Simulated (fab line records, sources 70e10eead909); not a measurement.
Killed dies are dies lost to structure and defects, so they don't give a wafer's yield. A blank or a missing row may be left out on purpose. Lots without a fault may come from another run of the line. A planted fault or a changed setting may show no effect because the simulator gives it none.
fab line records | flow nand_harc
record lots=7 wafers=21 last_day=32
route steps=1302 shown A_SGD_CUT@919 A_SLIT@922
lots that met no fault: from a run of the same line without faults
start_h: hours from the record's first day to the start of the lot's first wafer shown | wait_h: hours since the lot's step before | " the same as in the row above | L1.1+2: a row that stands for several wafers | - no value, or no start given | * or withheld: withheld | < > ~ a bound
route shown NAME@n: a module of which the file shows steps, and the number in the route of the first | usual: mean/standard deviation of fault-free wafers | same: alike in all rows | chamber/n: place in a boat | sites: the reading at each site | _std_site: their standard deviation | _edge_site: outer sites' mean less inner sites' | radius_mm: how far each site lies from the wafer's centre | mask NAME#n: copy n | behind: the tool/chamber that last shaped the wafer | hold: why the lot was held/for how many hours/how that ended | device: the transistor (n, p or np) that didn't switch | end of line: the same wafers' tests at the end of the route | a step without rows: its recipe alone | killed: dies lost to structure and defects at the first sort, not the wafer's yield | map: a wafer's dies, x killed, . not, _ none there
set.NAME: the setting as run; set.NAME@STEP: as run at that earlier step | model.NAME: the simulator's own value behind a step, which no gauge read
lots at some steps of the route; a table a step, a row a wafer
services: from which hour (start_h, from the record's first day; less than 0 if before it) a tool's chamber was out of use, for how many hours, and why
## steps
# step NHARC_A_SGD_CUT_ETCHBACK_24
# recipe target_depth_a=500 over_etch_frac=0.3 time_s=92.857 ion_energy_ev=120 ch3f_flow_sccm=50 o2_flow_sccm=30 ar_flow_sccm=200 rf_w=500 bias_w=100 chemistry=CH3F/O2
# usual drypump_motor_current_A=5.7/0.48 oes_product_au=0.97/0.035 rf_vpp_V=244.5/1.5 showerhead_plenum_p_Torr=2.47/0.094 throttle_valve_pct=20.663/0.0095
# columns lot.wafer tool chamber start_h wait_h drypump_motor_current_A oes_product_au rf_hours_counter_h rf_vpp_V showerhead_plenum_p_Torr throttle_valve_pct
L184.4 rie_diel-12 1 418.76 0.2 5.5 0.99 11 245.5 2.58 20.652
L184.1 " 2 " " 5.8 0.99 12 245.4 2.60 20.669
L184.5 " 3 " " 5.9 1.01 - 246.6 2.57 20.659
L185.2 rie_diel-09 2 427.19 0.1 5.8 1.01 11 244.6 2.61 20.664
L185.4 " 3 " " 6.8 1.01 11 243.4 2.44 20.661
L185.1 " 1 " " 6.1 0.99 10 245.0 2.57 20.651
L198.3 rie_diel-04 3 555.41 0.2 4.8 0.92 4 243.4 2.36 20.660
L198.1 " 1 " " 6.0 0.92 5 242.6 2.37 20.651
L198.6 " 2 " " 5.7 0.91 - 243.0 2.34 20.673
L200.1 rie_diel-04 2 564.15 0.1 5.7 1.00 5 243.6 2.34 20.690
L200.2 " 1 " " 6.0 0.99 5 244.5 2.37 20.669
L200.5 " 2 " " 5.7 1.00 - 242.2 2.34 20.676
L202.2 rie_diel-09 2 596.79 0.1 5.8 0.98 9 246.2 2.60 20.645
L202.1 " 0 " " 6.1 1.00 10 244.6 2.50 20.658
L202.4 " 1 " " 6.2 0.98 11 244.2 2.56 20.672
L201.3 rie_diel-12 1 596.81 0.2 5.5 0.99 10 245.9 2.58 20.656
L201.4 " 2 " " 5.7 0.99 9 246.8 2.59 20.632
L201.2 " 3 " " 5.9 0.98 9 245.9 2.57 20.666
L205.1 rie_diel-12 3 638.19 0.1 5.9 0.98 3 246.3 2.57 20.663
L205.3 " 0 " " 5.6 0.98 2 244.5 2.41 20.661
L205.6 " 2 " " 5.7 0.99 - 246.5 2.59 20.655
# step NHARC_A_SGD_CUT_STRIP_28
# recipe time_s=20 o2_flow_sccm=500 ar_flow_sccm=0 bias_w=0 chemistry=O2
# usual drypump_motor_current_A=5.7/0.48 oes_product_au=0.996/0.0096 rf_vpp_V=57.9/0.86 showerhead_plenum_p_Torr=3.56/0.13 throttle_valve_pct=17.038/0.0099
# columns lot.wafer tool chamber start_h wait_h drypump_motor_current_A oes_product_au rf_hours_counter_h rf_vpp_V showerhead_plenum_p_Torr throttle_valve_pct
L184.4 rie_diel-12 2 - - 5.8 0.992 12 58.7 3.72 17.039
L184.1 " 1 " " 5.5 0.987 11 58.2 3.70 17.029
L184.5 " 2 " " 5.8 0.988 - 57.7 3.72 17.044
L185.1 rie_diel-09 3 - - 6.8 0.996 11 57.1 3.50 17.036
L185.4 " 0 " " 6.1 0.994 10 58.7 3.59 17.030
L185.2 " 1 " " 6.2 0.979 10 58.8 3.68 17.041
L198.3 rie_diel-04 3 - - 4.8 0.986 4 56.9 3.39 17.044
L198.1 " 1 " " 5.9 0.997 5 56.9 3.41 17.024
L198.6 " 3 " " 4.8 0.991 - 57.4 3.39 17.053
L200.2 rie_diel-04 0 - - 5.2 1.021 4 57.3 3.55 17.056
L200.1 " 2 " " 5.8 1.003 5 56.3 3.36 17.053
L200.5 " 1 " " 6.0 0.995 - 55.7 3.41 17.043
L202.1 rie_diel-09 3 - - 6.8 0.998 9 57.1 3.49 17.040
L202.4 " 0 " " 6.1 0.999 10 57.3 3.58 17.039
L202.2 " 1 " " 6.2 0.980 11 58.6 3.67 17.049
L201.4 rie_diel-12 0 - - 5.6 0.987 9 58.6 3.46 17.049
L201.2 " 1 " " 5.5 0.997 10 58.3 3.69 17.024
L201.3 " 2 " " 5.8 0.982 9 58.4 3.71 17.041
L205.3 rie_diel-12 2 - - 5.8 0.997 3 57.9 3.71 17.048
L205.1 " 0 " " 5.6 1.000 2 58.6 3.46 17.042
L205.6 " 2 " " 5.8 0.991 - 57.8 3.71 17.043
# step NHARC_A_SGD_CUT_INSPECT_25
# usual raw_defect_count=409/99
# columns lot.wafer tool chamber start_h wait_h raw_defect_count
L184.1 defect_inspect-01 - 418.97 - 494
L184.4 " - " " 467
L184.5 " - " " 449
L185.1 defect_inspect-02 - 427.91 - 374
L185.2 " - " " 301
L185.4 " - " " 279
L198.1 defect_inspect-02 - 555.64 - 490
L198.3 " - " " 417
L198.6 " - " " 487
L200.1 defect_inspect-01 - 564.39 - 354
L200.2 " - " " 285
L200.5 " - " " 368
L202.1 defect_inspect-01 - 597.03 - 321
L202.2 " - " " 448
L202.4 " - " " 235
L201.2 defect_inspect-02 - 597.04 - 632
L201.3 " - " " 463
L201.4 " - " " 477
L205.1 defect_inspect-02 - 638.42 - 485
L205.3 " - " " 580
L205.6 " - " " 471
# step NHARC_A_SLIT_DEP_25
# recipe target_thk_a=2000 temp_c=400 pressure_torr=6.5 rf_w=900 teos_flow_sccm=161.4 flow_sccm=2650 target_thk_nm=200 gas=O2 material=SiO2
# usual heater_power_w=543/79 throttle_valve_pct=15.8/0.44
# columns lot.wafer tool chamber start_h wait_h heater_power_w throttle_valve_pct
L184.1 pecvd-03 2 419.08 0.1 457 15.1
L184.4 " 1 " " 484 15.8
L184.5 " 0 " " 566 14.6
L185.2 pecvd-02 1 427.98 0.1 466 15.2
L185.1 " 2 " " 509 16.0
L185.4 " 1 " " 496 15.0
L198.1 pecvd-03 0 555.75 0.1 521 14.9
L198.3 " 1 " " 507 15.7
L198.6 " 1 " " 514 16.2
L200.2 pecvd-04 1 564.46 0.1 456 16.7
L200.1 " 2 " " 511 15.8
L200.5 " 0 " " 635 15.7
L202.2 pecvd-04 0 597.14 0.1 651 16.1
L202.1 " 1 " " 455 16.4
L202.4 " 0 " " 673 15.9
L201.3 pecvd-02 1 597.14 0.1 481 15.8
L201.2 " 2 " " 614 15.7
L201.4 " 2 " " 633 15.6
L205.1 pecvd-04 2 638.53 0.1 520 15.7
L205.3 " 0 " " 558 16.2
L205.6 " 2 " " 525 15.7
# step NHARC_A_SLIT_DEP_00
# recipe target_thk_a=62000 temp_c=400 material=aC
# usual throttle_valve_pct=35.000/0.0093
# columns lot.wafer tool chamber start_h wait_h throttle_valve_pct
L184.1 acl_dep-02 0 422.38 - 34.991
L184.4 " 0 424.28 - 35.004
L184.5 " 0 " " 35.006
L185.1 acl_dep-01 0 428.32 - 34.988
L185.2 " 0 " " 35.004
L185.4 " 0 430.15 - 34.993
L198.1 acl_dep-01 0 556.05 - 34.993
L198.3 " 0 557.32 - 35.004
L198.6 " 0 559.23 - 34.994
L200.1 acl_dep-01 0 567.76 - 34.998
L200.2 " 0 " " 35.011
L200.5 " 0 570.25 - 34.985
L202.1 acl_dep-03 0 599.90 - 34.982
L202.2 " 0 " " 35.014
L202.4 " 0 601.75 - 35.000
L201.2 acl_dep-01 0 600.85 - 34.999
L201.3 " 0 " " 34.993
L201.4 " 0 " " 35.002
L205.1 acl_dep-03 0 640.96 - 34.993
L205.3 " 0 642.23 - 35.000
L205.6 " 0 644.13 - 34.991
# step NHARC_A_SLIT_DEP_23
# recipe target_thk_a=1000 target_thk_nm=100 temp_c=400 pressure_torr=3.5 flow_sccm=200 rf_w=350 material=SiON
# usual heater_power_w=753/76
# columns lot.wafer tool chamber start_h wait_h heater_power_w
L184.1 pecvd-03 2 426.20 3.2 653
L184.5 " 2 " " 668
L184.4 " 0 " " 802
L185.2 pecvd-02 0 432.01 2.5 831
L185.1 " 1 " " 732
L185.4 " 1 " " 741
L198.3 pecvd-03 0 559.96 2.0 796
L198.1 " 1 " " 722
L198.6 " 1 " " 700
L200.1 pecvd-03 2 571.51 3.1 668
L200.2 " 0 " " 807
L200.5 " 0 " " 797
L202.2 pecvd-02 1 603.63 2.5 776
L202.1 " 0 " " 880
L202.4 " 1 " " 797
L201.3 pecvd-02 0 603.98 1.9 838
L201.2 " 1 " " 719
L201.4 " 0 " " 857
L205.1 pecvd-02 0 644.81 3.2 797
L205.3 " 1 " " 785
L205.6 " 1 " " 782
# step NHARC_A_SLIT_DEHYDRATE_01
# recipe temp_c=150 time_s=120
# step NHARC_A_SLIT_HMDS_02
# recipe time_s=30
# step NHARC_A_SLIT_COAT_03
# recipe spin_rpm=1500 resist_thk_nm=90
# step NHARC_A_SLIT_SOFTBAKE_04
# recipe temp_c=105 time_s=55
# step NHARC_A_SLIT_EBR_05
# step NHARC_A_SLIT_EXPOSE_06
# recipe na=1.35 dose_mj=60.82 mask_id=SLIT
# step NHARC_A_SLIT_PEB_07
# recipe peb_temp_c=100 peb_time_s=65
# usual chill_plate_temp_C=22.99/0.093 exhaust_pa=44.8/0.85
# columns lot.wafer tool chamber start_h wait_h chill_plate_temp_C exhaust_pa
L184.1 litho_track-01 0 426.68 0.1 23.13 45.1
L184.4 " 0 " " 22.96 44.1
L184.5 " 0 " " 23.10 45.7
L185.1 litho_track-06 0 432.61 0.1 22.96 44.5
L185.2 " 0 " " 22.88 44.6
L185.4 " 0 " " 23.02 44.9
L198.1 litho_track-04 - 560.54 0.1 - -
L198.3 " - " " - -
L198.6 " - " " - -
L200.1 litho_track-01 - 572.11 0.1 - -
L200.2 " - " " - -
L200.5 " - " " - -
L202.1 litho_track-04 0 604.23 0.1 23.00 46.3
L202.2 " 0 " " 22.85 43.9
L202.4 " 0 " " 23.13 45.4
L201.2 litho_track-01 - 604.58 0.1 - -
L201.3 " - " " - -
L201.4 " - " " - -
L205.1 litho_track-01 0 645.38 0.1 23.05 43.7
L205.3 " 0 " " 22.94 44.4
L205.6 " 0 " " 23.00 44.4
# step NHARC_A_SLIT_DEVELOP_08
# recipe develop_time_s=35 dev_temp_c=23
## services
# columns tool chamber start_h hours kind
pecvd-04 0 396.92 43.7 repair
pecvd-04 - 404.23 1.7 repair
rie_diel-04 3 405.35 14.3 repair
rie_diel-12 - 421.40 9.0 pm
pecvd-03 - 424.43 0.6 repair
pecvd-04 - 426.49 13.0 pm
rie_diel-04 2 449.60 5.0 repair
rie_diel-04 3 453.37 4.6 repair
rie_diel-09 - 473.18 9.0 pm
litho_track-01 - 481.00 7.0 pm
rie_diel-12 2 489.00 7.9 repair
rie_diel-04 - 508.03 9.0 pm
rie_diel-09 2 521.95 9.6 repair
pecvd-03 - 527.85 13.0 pm
acl_dep-01 - 532.11 13.0 pm
pecvd-02 - 532.35 2.1 repair
pecvd-02 - 565.66 13.0 pm
rie_diel-04 - 568.34 0.2 repair
rie_diel-12 - 598.40 9.0 pm
pecvd-03 - 602.45 2.7 repair
rie_diel-09 3 606.88 3.6 repair
rie_diel-04 3 624.27 2.4 repair
pecvd-03 - 629.73 1.5 repair
rie_diel-09 2 637.68 11.5 repair
## key
first_sign step=NHARC_A_SLIT_PEB_07 reading=tool_record direction=missing
effect none on later readings
met_at NHARC_A_SLIT_PEB_07
struck_wafers L198.1,L198.3,L198.6,L200.1,L200.2,L200.5,L201.2,L201.3,L201.4
later_rows_left_out L198.1,L198.3,L198.6,L200.1,L200.2,L200.5,L201.2,L201.3,L201.4
sort_left_out L198.1,L198.3,L198.6,L200.1,L200.2,L200.5,L201.2,L201.3,L201.4
tester_left_out L198,L200,L201
onset_between 426.68 560.54
fault kind=skipped_step_whole tool=litho_track-01,litho_track-04 chamber=- onset_h=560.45 steps=NHARC_A_SLIT_PEB_07 scope=struck_lots_only
# tester_left_out: of these lots the tester's yield and bins aren't shown, on N5 and GAA mostly nor the transistor test; their killed dies are dies lost to structure and defects alone, not to doping, threshold or leakage, so they don't give the yield
# sort_left_out: the simulated sort isn't trusted on such a fault, so these wafers' sort isn't shown, and their yield isn't known
# later_rows_left_out: the simulator's readings of these wafers behind a module that went badly wrong aren't trusted and aren't shown, but for the sort
